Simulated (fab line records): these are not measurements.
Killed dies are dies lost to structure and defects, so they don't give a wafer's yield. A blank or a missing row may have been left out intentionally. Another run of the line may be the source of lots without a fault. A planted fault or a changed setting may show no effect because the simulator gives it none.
fab line records / flow nand_harc
record: lots: 6 wafers: 18 last_day: 33
route steps=1302 shown P_M0@278 P_M1@285 END@1302
lots that met no fault: from a run of the same line without faults
start_h: hours from the record's first day to the start of the lot's first wafer shown / wait_h: hours elapsed since this lot's preceding step / " the same as in the row above / L1.1+2: one row covering several wafers at once / - no value present, or no start provided / * or withheld: withheld / < > ~ a bound
route shown NAME@n: a module of which the file shows steps, and the number in the route of the first / usual: mean/standard deviation of fault-free wafers / same: alike in all rows / chamber/n: place in a boat / sites: each site's reading / _std_site: standard deviation across them / _edge_site: the outer-site mean with the inner-site mean subtracted / radius_mm: how far each site lies from the wafer's centre / mask NAME#n: copy n / behind: the last tool/chamber to shape the wafer / hold: reason for holding the lot/hours on hold/outcome of the hold / device: transistor that didn't switch, given as n, p or np / end of line: the route-end tests of the same wafers / where a step has no rows: the recipe by itself / killed: count of dies lost to structure and defects at first sort (not the wafer's yield) / map: a wafer's dies, marking killed ones x, the rest . and places with no die _
set.NAME: the setting the step ran with; set.NAME@STEP: the setting that earlier step ran with / model.NAME: the simulator's own value behind a step, which no gauge read
certain route steps with their lots: each step a table, each wafer a row
services: when a tool's chamber went out of use (start_h, in hours from the record's first day, below 0 if earlier), for how many hours, and the reason
== steps ==
step: NHARC_P_M0_CMP_23
recipe: t_overpolish_s: 20 target_thk_nm: 117.54
usual: motor_current_A: 11.5/0.88 time_to_endpoint_s: 29.4/2
lot.wafer=L207.4 tool=cmp-01 chamber=2 start_h=119.78 wait_h=- motor_current_A=11.0 time_to_endpoint_s=33.2
lot.wafer=L207.2 tool=cmp-01 chamber=3 start_h=119.78 wait_h=- motor_current_A=11.1 time_to_endpoint_s=29.8
lot.wafer=L207.5 tool=cmp-01 chamber=3 start_h=119.78 wait_h=- motor_current_A=11.1 time_to_endpoint_s=30.3
lot.wafer=L209.4 tool=cmp-03 chamber=3 start_h=143.68 wait_h=- motor_current_A=11.5 time_to_endpoint_s=29.0
lot.wafer=L209.5 tool=cmp-03 chamber=2 start_h=143.68 wait_h=- motor_current_A=11.0 time_to_endpoint_s=31.5
lot.wafer=L209.6 tool=cmp-03 chamber=3 start_h=143.68 wait_h=- motor_current_A=11.7 time_to_endpoint_s=30.1
lot.wafer=L217.2 tool=cmp-03 chamber=2 start_h=227.65 wait_h=- motor_current_A=11.2 time_to_endpoint_s=32.7
lot.wafer=L217.3 tool=cmp-03 chamber=1 start_h=227.65 wait_h=- motor_current_A=12.4 time_to_endpoint_s=33.1
lot.wafer=L217.6 tool=cmp-03 chamber=2 start_h=227.65 wait_h=- motor_current_A=11.5 time_to_endpoint_s=32.7
lot.wafer=L225.1 tool=cmp-02 chamber=2 start_h=314.45 wait_h=- motor_current_A=11.0 time_to_endpoint_s=29.1
lot.wafer=L225.3 tool=cmp-02 chamber=0 start_h=314.45 wait_h=- motor_current_A=11.2 time_to_endpoint_s=27.9
lot.wafer=L225.5 tool=cmp-02 chamber=1 start_h=314.45 wait_h=- motor_current_A=12.6 time_to_endpoint_s=29.3
lot.wafer=L226.3 tool=cmp-01 chamber=1 start_h=331.53 wait_h=- motor_current_A=13.3 time_to_endpoint_s=30.8
lot.wafer=L226.4 tool=cmp-01 chamber=2 start_h=331.53 wait_h=- motor_current_A=11.5 time_to_endpoint_s=31.8
lot.wafer=L226.2 tool=cmp-01 chamber=0 start_h=331.53 wait_h=- motor_current_A=12.3 time_to_endpoint_s=27.3
lot.wafer=L230.4 tool=cmp-02 chamber=1 start_h=352.14 wait_h=- motor_current_A=11.9 time_to_endpoint_s=26.1
lot.wafer=L230.3 tool=cmp-02 chamber=2 start_h=352.14 wait_h=- motor_current_A=11.0 time_to_endpoint_s=27.5
lot.wafer=L230.5 tool=cmp-02 chamber=3 start_h=352.14 wait_h=- motor_current_A=13.0 time_to_endpoint_s=27.8
step: NHARC_P_M0_THK_MEAS_24
recipe: thk_meas_gauge: xrf
usual: thk_nm: 117.4/1.4
lot.wafer=L207.2 tool=film_metro-02 chamber=- start_h=120.09 wait_h=- thk_nm=116.8
lot.wafer=L207.4 tool=film_metro-02 chamber=- start_h=120.09 wait_h=- thk_nm=117.7
lot.wafer=L207.5 tool=film_metro-02 chamber=- start_h=120.09 wait_h=- thk_nm=117.8
lot.wafer=L209.4 tool=film_metro-02 chamber=- start_h=143.97 wait_h=- thk_nm=117.3
lot.wafer=L209.5 tool=film_metro-02 chamber=- start_h=143.97 wait_h=- thk_nm=120.1
lot.wafer=L209.6 tool=film_metro-02 chamber=- start_h=143.97 wait_h=- thk_nm=115.5
lot.wafer=L217.2 tool=film_metro-01 chamber=- start_h=227.97 wait_h=- thk_nm=114.5
lot.wafer=L217.3 tool=film_metro-01 chamber=- start_h=227.97 wait_h=- thk_nm=116.0
lot.wafer=L217.6 tool=film_metro-01 chamber=- start_h=227.97 wait_h=- thk_nm=117.7
lot.wafer=L225.1 tool=film_metro-02 chamber=- start_h=314.73 wait_h=- thk_nm=118.4
lot.wafer=L225.3 tool=film_metro-02 chamber=- start_h=314.73 wait_h=- thk_nm=114.9
lot.wafer=L225.5 tool=film_metro-02 chamber=- start_h=314.73 wait_h=- thk_nm=113.2
lot.wafer=L226.2 tool=film_metro-02 chamber=- start_h=331.84 wait_h=- thk_nm=118.4
lot.wafer=L226.3 tool=film_metro-02 chamber=- start_h=331.84 wait_h=- thk_nm=115.9
lot.wafer=L226.4 tool=film_metro-02 chamber=- start_h=331.84 wait_h=- thk_nm=117.7
lot.wafer=L230.3 tool=film_metro-01 chamber=- start_h=352.39 wait_h=- thk_nm=114.4
lot.wafer=L230.4 tool=film_metro-01 chamber=- start_h=352.39 wait_h=- thk_nm=116.8
lot.wafer=L230.5 tool=film_metro-01 chamber=- start_h=352.39 wait_h=- thk_nm=115.9
step: NHARC_P_M0_SRD_25
step: NHARC_P_M0_INSPECT_27
usual: raw_defect_count: 307/120
lot.wafer=L207.2 tool=defect_inspect-01 chamber=- start_h=120.39 wait_h=0.0 raw_defect_count=196
lot.wafer=L207.4 tool=defect_inspect-01 chamber=- start_h=120.39 wait_h=0.0 raw_defect_count=184
lot.wafer=L207.5 tool=defect_inspect-01 chamber=- start_h=120.39 wait_h=0.0 raw_defect_count=153
lot.wafer=L209.4 tool=defect_inspect-01 chamber=- start_h=144.13 wait_h=0.0 raw_defect_count=248
lot.wafer=L209.5 tool=defect_inspect-01 chamber=- start_h=144.13 wait_h=0.0 raw_defect_count=194
lot.wafer=L209.6 tool=defect_inspect-01 chamber=- start_h=144.13 wait_h=0.0 raw_defect_count=278
lot.wafer=L217.2 tool=defect_inspect-02 chamber=- start_h=228.12 wait_h=0.0 raw_defect_count=643
lot.wafer=L217.3 tool=defect_inspect-02 chamber=- start_h=228.12 wait_h=0.0 raw_defect_count=274
lot.wafer=L217.6 tool=defect_inspect-02 chamber=- start_h=228.12 wait_h=0.0 raw_defect_count=264
lot.wafer=L225.1 tool=defect_inspect-02 chamber=- start_h=314.89 wait_h=0.0 raw_defect_count=242
lot.wafer=L225.3 tool=defect_inspect-02 chamber=- start_h=314.89 wait_h=0.0 raw_defect_count=111
lot.wafer=L225.5 tool=defect_inspect-02 chamber=- start_h=314.89 wait_h=0.0 raw_defect_count=125
lot.wafer=L226.2 tool=defect_inspect-02 chamber=- start_h=332.00 wait_h=0.0 raw_defect_count=316
lot.wafer=L226.3 tool=defect_inspect-02 chamber=- start_h=332.00 wait_h=0.0 raw_defect_count=309
lot.wafer=L226.4 tool=defect_inspect-02 chamber=- start_h=332.00 wait_h=0.0 raw_defect_count=241
lot.wafer=L230.3 tool=defect_inspect-01 chamber=- start_h=352.55 wait_h=0.0 raw_defect_count=291
lot.wafer=L230.4 tool=defect_inspect-01 chamber=- start_h=352.55 wait_h=0.0 raw_defect_count=288
lot.wafer=L230.5 tool=defect_inspect-01 chamber=- start_h=352.55 wait_h=0.0 raw_defect_count=278
step: NHARC_P_M0_PRE_CLEAN_31
recipe: time_s: 12 temp_c: 370 rf_power_w: 300 gas: NH3
usual: heater_power_w: 621/90 rf_fwd_power_W: 292.5/0.92
lot.wafer=L207.2 tool=pecvd-02 chamber=0 start_h=120.46 wait_h=0.1 heater_power_w=689 rf_fwd_power_W=292.7
lot.wafer=L207.4 tool=pecvd-02 chamber=1 start_h=120.46 wait_h=0.1 heater_power_w=478 rf_fwd_power_W=292.7
lot.wafer=L207.5 tool=pecvd-02 chamber=2 start_h=120.46 wait_h=0.1 heater_power_w=747 rf_fwd_power_W=293.9
lot.wafer=L209.6 tool=pecvd-03 chamber=0 start_h=144.23 wait_h=0.1 heater_power_w=545 rf_fwd_power_W=291.5
lot.wafer=L209.4 tool=pecvd-03 chamber=1 start_h=144.23 wait_h=0.1 heater_power_w=767 rf_fwd_power_W=292.0
lot.wafer=L209.5 tool=pecvd-03 chamber=2 start_h=144.23 wait_h=0.1 heater_power_w=619 rf_fwd_power_W=293.8
lot.wafer=L217.3 tool=pecvd-03 chamber=1 start_h=228.20 wait_h=0.1 heater_power_w=697 rf_fwd_power_W=294.3
lot.wafer=L217.2 tool=pecvd-03 chamber=2 start_h=228.20 wait_h=0.1 heater_power_w=550 rf_fwd_power_W=290.9
lot.wafer=L217.6 tool=pecvd-03 chamber=2 start_h=228.20 wait_h=0.1 heater_power_w=540 rf_fwd_power_W=290.9
lot.wafer=L225.3 tool=pecvd-03 chamber=1 start_h=315.13 wait_h=0.2 heater_power_w=692 rf_fwd_power_W=293.2
lot.wafer=L225.1 tool=pecvd-03 chamber=2 start_h=315.13 wait_h=0.2 heater_power_w=635 rf_fwd_power_W=292.0
lot.wafer=L225.5 tool=pecvd-03 chamber=2 start_h=315.13 wait_h=0.2 heater_power_w=649 rf_fwd_power_W=292.6
lot.wafer=L226.2 tool=pecvd-03 chamber=0 start_h=332.07 wait_h=0.1 heater_power_w=554 rf_fwd_power_W=293.0
lot.wafer=L226.3 tool=pecvd-03 chamber=1 start_h=332.07 wait_h=0.1 heater_power_w=718 rf_fwd_power_W=291.8
lot.wafer=L226.4 tool=pecvd-03 chamber=0 start_h=332.07 wait_h=0.1 heater_power_w=541 rf_fwd_power_W=293.9
lot.wafer=L230.3 tool=pecvd-04 chamber=1 start_h=352.63 wait_h=0.1 heater_power_w=512 rf_fwd_power_W=292.7
lot.wafer=L230.5 tool=pecvd-04 chamber=0 start_h=352.63 wait_h=0.1 heater_power_w=611 rf_fwd_power_W=291.7
lot.wafer=L230.4 tool=pecvd-04 chamber=1 start_h=352.63 wait_h=0.1 heater_power_w=506 rf_fwd_power_W=292.0
step: NHARC_P_M0_DEP_32
recipe: target_thk_a: 300 temp_c: 370 target_thk_nm: 30 pressure_torr: 3 flow_sccm: 200 rf_w: 450 material: SiCN
usual: heater_power_w: 556/82 rf_fwd_power_W: 449.0/1.3
lot.wafer=L207.2 tool=pecvd-02 chamber=0 start_h=120.54 wait_h=0.1 heater_power_w=729 rf_fwd_power_W=451.2
lot.wafer=L207.4 tool=pecvd-02 chamber=1 start_h=120.54 wait_h=0.1 heater_power_w=445 rf_fwd_power_W=447.7
lot.wafer=L207.5 tool=pecvd-02 chamber=2 start_h=120.54 wait_h=0.1 heater_power_w=582 rf_fwd_power_W=449.8
lot.wafer=L209.6 tool=pecvd-03 chamber=0 start_h=144.41 wait_h=0.2 heater_power_w=398 rf_fwd_power_W=448.7
lot.wafer=L209.4 tool=pecvd-03 chamber=1 start_h=144.41 wait_h=0.2 heater_power_w=706 rf_fwd_power_W=448.5
lot.wafer=L209.5 tool=pecvd-03 chamber=2 start_h=144.41 wait_h=0.2 heater_power_w=506 rf_fwd_power_W=447.6
lot.wafer=L217.3 tool=pecvd-03 chamber=1 start_h=228.31 wait_h=0.1 heater_power_w=655 rf_fwd_power_W=447.2
lot.wafer=L217.2 tool=pecvd-03 chamber=2 start_h=228.31 wait_h=0.1 heater_power_w=559 rf_fwd_power_W=449.1
lot.wafer=L217.6 tool=pecvd-03 chamber=2 start_h=228.31 wait_h=0.1 heater_power_w=564 rf_fwd_power_W=449.3
lot.wafer=L225.3 tool=pecvd-03 chamber=1 start_h=315.24 wait_h=0.1 heater_power_w=686 rf_fwd_power_W=449.8
lot.wafer=L225.1 tool=pecvd-03 chamber=2 start_h=315.24 wait_h=0.1 heater_power_w=489 rf_fwd_power_W=448.9
lot.wafer=L225.5 tool=pecvd-03 chamber=2 start_h=315.24 wait_h=0.1 heater_power_w=479 rf_fwd_power_W=448.5
lot.wafer=L226.2 tool=pecvd-03 chamber=0 start_h=332.15 wait_h=0.1 heater_power_w=485 rf_fwd_power_W=447.3
lot.wafer=L226.3 tool=pecvd-03 chamber=1 start_h=332.15 wait_h=0.1 heater_power_w=653 rf_fwd_power_W=448.9
lot.wafer=L226.4 tool=pecvd-03 chamber=0 start_h=332.15 wait_h=0.1 heater_power_w=505 rf_fwd_power_W=448.4
lot.wafer=L230.3 tool=pecvd-04 chamber=1 start_h=352.74 wait_h=0.1 heater_power_w=549 rf_fwd_power_W=450.7
lot.wafer=L230.5 tool=pecvd-04 chamber=0 start_h=352.74 wait_h=0.1 heater_power_w=572 rf_fwd_power_W=449.5
lot.wafer=L230.4 tool=pecvd-04 chamber=1 start_h=352.74 wait_h=0.1 heater_power_w=548 rf_fwd_power_W=450.5
step: NHARC_P_M1_DEP_00
recipe: target_thk_a: 1825 target_thk_nm: 182.5 temp_c: withheld pressure_torr: 5 flow_sccm: 200 rf_w: 600 material: SiOC
step: NHARC_P_M1_DEHYDRATE_01
recipe: temp_c: 150 time_s: 120
step: NHARC_P_M1_HMDS_02
recipe: time_s: 30
step: NHARC_P_M1_COAT_34
recipe: temp_c: 200 time_s: 65
step: NHARC_P_M1_COAT_03
recipe: spin_rpm: 1500 resist_thk_nm: 90
step: NHARC_P_M1_SOFTBAKE_04
recipe: temp_c: 105 time_s: 55
usual: heater_power_total_W: 188.44/0.13
lot.wafer=L207.2 tool=litho_track-06 chamber=0 start_h=121 wait_h=- heater_power_total_W=188.34
lot.wafer=L207.4 tool=litho_track-06 chamber=0 start_h=121 wait_h=- heater_power_total_W=188.37
lot.wafer=L207.5 tool=litho_track-06 chamber=0 start_h=121 wait_h=- heater_power_total_W=188.28
lot.wafer=L209.4 tool=litho_track-06 chamber=0 start_h=145 wait_h=- heater_power_total_W=188.36
lot.wafer=L209.5 tool=litho_track-06 chamber=0 start_h=145 wait_h=- heater_power_total_W=188.73
lot.wafer=L209.6 tool=litho_track-06 chamber=0 start_h=145 wait_h=- heater_power_total_W=188.45
lot.wafer=L217.2 tool=litho_track-01 chamber=0 start_h=229 wait_h=- heater_power_total_W=188.44
lot.wafer=L217.3 tool=litho_track-01 chamber=0 start_h=229 wait_h=- heater_power_total_W=188.54
lot.wafer=L217.6 tool=litho_track-01 chamber=0 start_h=229 wait_h=- heater_power_total_W=188.47
lot.wafer=L225.1 tool=litho_track-06 chamber=0 start_h=316 wait_h=- heater_power_total_W=178.00
lot.wafer=L225.3 tool=litho_track-06 chamber=0 start_h=316 wait_h=- heater_power_total_W=177.96
lot.wafer=L225.5 tool=litho_track-06 chamber=0 start_h=316 wait_h=- heater_power_total_W=177.96
lot.wafer=L226.2 tool=litho_track-06 chamber=0 start_h=332 wait_h=- heater_power_total_W=177.99
lot.wafer=L226.3 tool=litho_track-06 chamber=0 start_h=332 wait_h=- heater_power_total_W=177.86
lot.wafer=L226.4 tool=litho_track-06 chamber=0 start_h=332 wait_h=- heater_power_total_W=178.08
lot.wafer=L230.3 tool=litho_track-01 chamber=0 start_h=353 wait_h=- heater_power_total_W=188.46
lot.wafer=L230.4 tool=litho_track-01 chamber=0 start_h=353 wait_h=- heater_power_total_W=188.37
lot.wafer=L230.5 tool=litho_track-01 chamber=0 start_h=353 wait_h=- heater_power_total_W=188.74
step: NHARC_P_M1_EBR_05
step: NHARC_END_SORT_01
recipe: temp_c: 25
usual: defect_limited_yield: 91.5/2.4 killed_at_array: 52/16 killed_at_other: 0.8/1.1 killed_at_periphery: 4.2/2.5 killed_dies: 57/16 killed_open: 3.4/2 killed_short: 2.6/1.6 sort_bin_2_pct: 3.0/1.1 sort_bin_3_pct: 0.6/0.31 sort_bin_4_pct: 4.8/1.4 sort_n_pass: 620/16 sort_rim_yield_pct: 90/4.8 sort_yield_pct: 91.5/2.4
same: gross_dies: 677 sort_bin_5_pct[%]: 0 sort_bin_6_pct[%]: 0 sort_bin_7_pct[%]: 0 sort_bin_8_pct[%]: 0 sort_rim_n_gross: 106.00
lot.wafer=L209.4 tool=prober-02 chamber=0 start_h=612.71 wait_h=3.4 defect_limited_yield[%]=91.3 killed_at_array=55 killed_at_other=0 killed_at_periphery=4 killed_dies=59 killed_open=2 killed_short=2 sort_bin_2_pct[%]=2.8 sort_bin_3_pct[%]=0.7 sort_bin_4_pct[%]=5.2 sort_n_pass=618 sort_rim_yield_pct[%]=98 sort_yield_pct[%]=91.3
lot.wafer=L209.5 tool=prober-02 chamber=0 start_h=613.51 wait_h=3.7 defect_limited_yield[%]=92.3 killed_at_array=48 killed_at_other=1 killed_at_periphery=3 killed_dies=52 killed_open=6 killed_short=1 sort_bin_2_pct[%]=3.8 sort_bin_3_pct[%]=0.6 sort_bin_4_pct[%]=3.2 sort_n_pass=625 sort_rim_yield_pct[%]=90 sort_yield_pct[%]=92.3
lot.wafer=L209.6 tool=prober-02 chamber=0 start_h=614.31 wait_h=4.0 defect_limited_yield[%]=90.5 killed_at_array=59 killed_at_other=1 killed_at_periphery=4 killed_dies=64 killed_open=4 killed_short=1 sort_bin_2_pct[%]=2.8 sort_bin_3_pct[%]=0.7 sort_bin_4_pct[%]=5.9 sort_n_pass=613 sort_rim_yield_pct[%]=92 sort_yield_pct[%]=90.5
lot.wafer=L217.2 tool=prober-02 chamber=0 start_h=669.40 wait_h=2.8 defect_limited_yield[%]=91.3 killed_at_array=46 killed_at_other=0 killed_at_periphery=13 killed_dies=59 killed_open=0 killed_short=2 sort_bin_2_pct[%]=2.7 sort_bin_3_pct[%]=0.7 sort_bin_4_pct[%]=5.3 sort_n_pass=618 sort_rim_yield_pct[%]=93 sort_yield_pct[%]=91.3
lot.wafer=L217.3 tool=prober-02 chamber=0 start_h=670.19 wait_h=3.1 defect_limited_yield[%]=90.8 killed_at_array=52 killed_at_other=0 killed_at_periphery=10 killed_dies=62 killed_open=3 killed_short=4 sort_bin_2_pct[%]=4.0 sort_bin_3_pct[%]=0.4 sort_bin_4_pct[%]=4.7 sort_n_pass=615 sort_rim_yield_pct[%]=82 sort_yield_pct[%]=90.8
lot.wafer=L217.6 tool=prober-02 chamber=0 start_h=672.55 wait_h=3.9 defect_limited_yield[%]=92.8 killed_at_array=39 killed_at_other=0 killed_at_periphery=10 killed_dies=49 killed_open=1 killed_short=2 sort_bin_2_pct[%]=2.2 sort_bin_3_pct[%]=0.9 sort_bin_4_pct[%]=4.1 sort_n_pass=628 sort_rim_yield_pct[%]=87 sort_yield_pct[%]=92.8
lot.wafer=L225.1 tool=prober-02 chamber=0 start_h=751.96 wait_h=2.5 defect_limited_yield[%]=88.3 killed_at_array=67 killed_at_other=1 killed_at_periphery=11 killed_dies=79 killed_open=8 killed_short=5 sort_bin_2_pct[%]=3.8 sort_bin_3_pct[%]=0.9 sort_bin_4_pct[%]=6.9 sort_n_pass=598 sort_rim_yield_pct[%]=80 sort_yield_pct[%]=88.3
lot.wafer=L225.3 tool=prober-02 chamber=0 start_h=753.55 wait_h=3.1 defect_limited_yield[%]=91.4 killed_at_array=55 killed_at_other=0 killed_at_periphery=3 killed_dies=58 killed_open=3 killed_short=1 sort_bin_2_pct[%]=2.5 sort_bin_3_pct[%]=0.9 sort_bin_4_pct[%]=5.2 sort_n_pass=619 sort_rim_yield_pct[%]=87 sort_yield_pct[%]=91.4
lot.wafer=L225.5 tool=prober-02 chamber=0 start_h=755.14 wait_h=3.7 defect_limited_yield[%]=89.1 killed_at_array=62 killed_at_other=0 killed_at_periphery=12 killed_dies=74 killed_open=8 killed_short=1 sort_bin_2_pct[%]=3.0 sort_bin_3_pct[%]=0.1 sort_bin_4_pct[%]=7.8 sort_n_pass=603 sort_rim_yield_pct[%]=88 sort_yield_pct[%]=89.1
lot.wafer=L226.2 tool=prober-01 chamber=0 start_h=777.94 wait_h=2.8 defect_limited_yield[%]=92.0 killed_at_array=47 killed_at_other=1 killed_at_periphery=6 killed_dies=54 killed_open=4 killed_short=3 sort_bin_2_pct[%]=2.8 sort_bin_3_pct[%]=0.3 sort_bin_4_pct[%]=4.9 sort_n_pass=623 sort_rim_yield_pct[%]=93 sort_yield_pct[%]=92.0
lot.wafer=L226.3 tool=prober-01 chamber=0 start_h=778.73 wait_h=3.1 defect_limited_yield[%]=92.8 killed_at_array=43 killed_at_other=0 killed_at_periphery=6 killed_dies=49 killed_open=4 killed_short=5 sort_bin_2_pct[%]=2.4 sort_bin_3_pct[%]=0.3 sort_bin_4_pct[%]=4.6 sort_n_pass=628 sort_rim_yield_pct[%]=92 sort_yield_pct[%]=92.8
lot.wafer=L226.4 tool=prober-01 chamber=0 start_h=779.52 wait_h=3.4 defect_limited_yield[%]=92.9 killed_at_array=41 killed_at_other=1 killed_at_periphery=6 killed_dies=48 killed_open=2 killed_short=4 sort_bin_2_pct[%]=1.6 sort_bin_3_pct[%]=0.4 sort_bin_4_pct[%]=5.0 sort_n_pass=629 sort_rim_yield_pct[%]=89 sort_yield_pct[%]=92.9
killed by level:class
L209.4 A_CHANNEL_HOLE_D1:chamber_film_flake=38 A_CHANNEL_HOLE_D2:chamber_film_flake=6 A_CONTACT:chamber_film_flake=5 P_GATE:chamber_film_flake=2 P_M0:geometric_particle:open=1 A_CHANNEL_FILL_D1:geometric_particle:short=1 A_SGD_CUT:geometric_particle:open=1 A_WL_FILL:geometric_particle:short=1
L209.5 A_CHANNEL_HOLE_D1:chamber_film_flake=24 A_CHANNEL_HOLE_D2:chamber_film_flake=8 A_CONTACT:chamber_film_flake=6 A_CONTACT:geometric_particle:open=2 P_CONTACT:geometric_particle:open=1 A_CHANNEL_FILL_D1:geometric_particle:open=1 A_ONON_D2:geometric_particle:open=1 A_M1:geometric_particle:open=1
L209.6 A_CHANNEL_HOLE_D1:chamber_film_flake=34 A_CONTACT:chamber_film_flake=7 A_CHANNEL_HOLE_D2:chamber_film_flake=6 A_STAIRCASE:chamber_film_flake=3 A_SLIT:chamber_film_flake=2 A_M1:chamber_film_flake=2 P_CONTACT:geometric_particle:open=1 P_M1:geometric_particle:short=1
L217.2 A_CHANNEL_HOLE_D1:chamber_film_flake=29 P_BONDPAD:chamber_film_flake=6 P_CONTACT:chamber_film_flake=4 A_STAIRCASE:chamber_film_flake=4 A_CONTACT:chamber_film_flake=4 P_STI:chamber_film_flake=2 A_CHANNEL_FILL_D2:chamber_film_flake=2 A_CHANNEL_HOLE_D2:chamber_film_flake=2
L217.3 A_CHANNEL_HOLE_D1:chamber_film_flake=23 A_CHANNEL_HOLE_D2:chamber_film_flake=7 A_CONTACT:chamber_film_flake=7 P_CONTACT:chamber_film_flake=4 A_CHANNEL_FILL_D2:chamber_film_flake=4 P_CONTACT:geometric_particle:open=2 P_BONDPAD:chamber_film_flake=2 A_STAIRCASE:chamber_film_flake=2
L217.6 A_CHANNEL_HOLE_D1:chamber_film_flake=18 A_CHANNEL_HOLE_D2:chamber_film_flake=8 P_BONDPAD:chamber_film_flake=7 A_CONTACT:chamber_film_flake=4 A_CHANNEL_FILL_D2:chamber_film_flake=2 A_BLC:chamber_film_flake=2 P_CONTACT:geometric_particle:short=1 A_WL_FILL:geometric_particle:open=1
L225.1 A_CHANNEL_HOLE_D1:chamber_film_flake=23 A_CHANNEL_HOLE_D2:chamber_film_flake=21 A_SLIT:chamber_film_flake=6 A_CONTACT:chamber_film_flake=6 P_M1:chamber_film_flake=5 A_WL_FILL:geometric_particle:short=4 P_M0:geometric_particle:open=2 A_SOURCE_PLATE:geometric_particle:open=2
L225.3 A_CHANNEL_HOLE_D1:chamber_film_flake=22 A_CHANNEL_HOLE_D2:chamber_film_flake=16 A_SLIT:chamber_film_flake=9 A_CONTACT:chamber_film_flake=3 P_M1:chamber_film_flake=2 A_ONON_D1:geometric_particle:open=1 A_CHANNEL_HOLE_D2:geometric_particle:open=1 A_CHANNEL_FILL_D2:geometric_particle:short=1
L225.5 A_CHANNEL_HOLE_D1:chamber_film_flake=22 A_CHANNEL_HOLE_D2:chamber_film_flake=21 P_M1:chamber_film_flake=6 A_CONTACT:chamber_film_flake=5 A_ZERO_WELL:chamber_film_flake=3 A_SLIT:chamber_film_flake=3 P_M0:geometric_particle:open=2 A_M0:geometric_particle:open=2
L226.2 A_CHANNEL_HOLE_D2:chamber_film_flake=31 A_SLIT:chamber_film_flake=4 A_CHANNEL_HOLE_D1:chamber_film_flake=3 P_GATE:chamber_film_flake=2 A_CHANNEL_FILL_D1:chamber_film_flake=2 P_CONTACT:geometric_particle:open=1 P_M0:geometric_particle:short=1 P_M0:geometric_particle:open=1
L226.3 A_CHANNEL_HOLE_D2:chamber_film_flake=20 A_SLIT:chamber_film_flake=10 P_GATE:geometric_particle:open=2 P_GATE:chamber_film_flake=2 A_ZERO_WELL:chamber_film_flake=2 A_CONTACT:chamber_film_flake=2 P_CONTACT:geometric_particle:short=1 P_M0:geometric_particle:short=1
L226.4 A_CHANNEL_HOLE_D2:chamber_film_flake=30 A_SLIT:chamber_film_flake=5 P_GATE:chamber_film_flake=4 P_GATE:geometric_particle:open=2 A_SOURCE_PLATE:geometric_particle:short=1 A_CHANNEL_FILL_D1:geometric_particle:short=1 A_STAIRCASE:geometric_particle:short=1 A_WL_FILL:geometric_particle:short=1
== services ==
tool=cmp-01 chamber=- start_h=101.71 hours=1.3 kind=repair
tool=cmp-01 chamber=- start_h=109.97 hours=0.9 kind=repair
tool=pecvd-02 chamber=1 start_h=128.57 hours=1.9 kind=repair
tool=cmp-02 chamber=- start_h=134.51 hours=4.0 kind=pm
tool=cmp-01 chamber=- start_h=137.23 hours=1.8 kind=repair
tool=litho_track-01 chamber=- start_h=155.00 hours=7.0 kind=pm
tool=cmp-03 chamber=- start_h=162.05 hours=4.0 kind=pm
tool=cmp-01 chamber=- start_h=166.70 hours=0.4 kind=repair
tool=pecvd-04 chamber=2 start_h=169.62 hours=30.8 kind=repair
tool=cmp-02 chamber=- start_h=176.94 hours=2.0 kind=repair
tool=litho_track-06 chamber=- start_h=179.00 hours=7.0 kind=pm
tool=pecvd-02 chamber=- start_h=184.44 hours=0.5 kind=repair
tool=pecvd-03 chamber=- start_h=185.00 hours=13.0 kind=pm
tool=cmp-01 chamber=- start_h=185.50 hours=4.0 kind=pm
tool=pecvd-04 chamber=- start_h=197.32 hours=5.5 kind=repair
tool=cmp-03 chamber=- start_h=201.72 hours=1.2 kind=repair
tool=cmp-02 chamber=- start_h=204.66 hours=1.6 kind=repair
tool=cmp-03 chamber=- start_h=218.32 hours=3.2 kind=repair
tool=pecvd-02 chamber=- start_h=227.00 hours=13.0 kind=pm
tool=cmp-02 chamber=- start_h=232.51 hours=4.0 kind=pm
tool=pecvd-04 chamber=2 start_h=239.83 hours=11.2 kind=repair
tool=cmp-02 chamber=- start_h=242.53 hours=0.4 kind=repair
tool=cmp-03 chamber=- start_h=260.05 hours=4.0 kind=pm
tool=pecvd-04 chamber=- start_h=269.18 hours=13.0 kind=pm
== key ==
first_sign: step: NHARC_P_M1_SOFTBAKE_04 reading: heater_power_total_W direction: down sigmas: 81 usual: * struck: *
effect none on later readings
met_at NHARC_P_M1_SOFTBAKE_04
struck_wafers L225.1,L225.3,L225.5,L226.2,L226.3,L226.4
onset_between 145 316
fault: kind: process_parameter_drift tool: litho_track-06 chamber: - onset_h: 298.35 steps: NHARC_P_M1_SOFTBAKE_04 channel: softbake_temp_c offset: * shape: step end_h: 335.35 acts_in: * stated: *
